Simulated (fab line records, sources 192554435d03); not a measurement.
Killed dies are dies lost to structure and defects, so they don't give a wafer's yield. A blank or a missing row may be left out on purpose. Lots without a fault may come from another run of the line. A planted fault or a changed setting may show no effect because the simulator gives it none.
Chamber matching | flow n5_finfet | N5_SD_EPI_N_ETCH_16 on rie_diel-03: 4 sister chambers
The step etches SiO2 in CHF3/O2, target depth 5 nm. 4 wafers are shown with their chamber, then 11 later ones without.

WAFERS WITH THEIR CHAMBER
wafer  | chamber | drypump_motor_current_A (A)
L089.4 | 0       | 5.7
L091.1 | 1       | 6.2
L091.2 | 2       | 4.8
L091.4 | 3       | 6.1

WAFERS WITHOUT THEIR CHAMBER
wafer  | drypump_motor_current_A (A)
L091.5 | 6.3
L091.6 | 4.8
L092.2 | 6.3
L092.3 | 6.1
L092.4 | 6.2
L096.3 | 6.1
L096.5 | 5.8
L096.6 | 6.1
L097.1 | 6.1
L097.3 | 5.7
L097.5 | 5.8

WHICH CHAMBER EACH WENT THROUGH
wafer  | from the rows above     | in truth
L091.5 | can't be placed: 1 or 3 | 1
L091.6 | 2                       | 2
L092.2 | can't be placed: 1 or 3 | 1
L092.3 | can't be placed: 3 or 1 | 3
L092.4 | can't be placed: 1 or 3 | 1
L096.3 | can't be placed: 3 or 1 | 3
L096.5 | 0                       | 0
L096.6 | can't be placed: 3 or 1 | 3
L097.1 | can't be placed: 3 or 1 | 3
L097.3 | 0                       | 0
L097.5 | 0                       | 0
Placed correctly: 4 of 11. Can't be placed from these rows: 7 (the true chamber is among the candidates in 7). Placed wrongly: 0.
How it was worked out, from the rows above alone: a wafer's distance from a chamber is the root of the sum, over the readings, of the square of ((its reading less the chamber's mean) divided by the reading's scatter). The wafer belongs to the nearest chamber; if the next one is less than 2 further off, it can't be placed. A chamber's mean is the mean of its shown wafers. The scatter: with one shown wafer a chamber, the root of the mean of the squares of how far each hidden wafer lies from its nearest shown one.
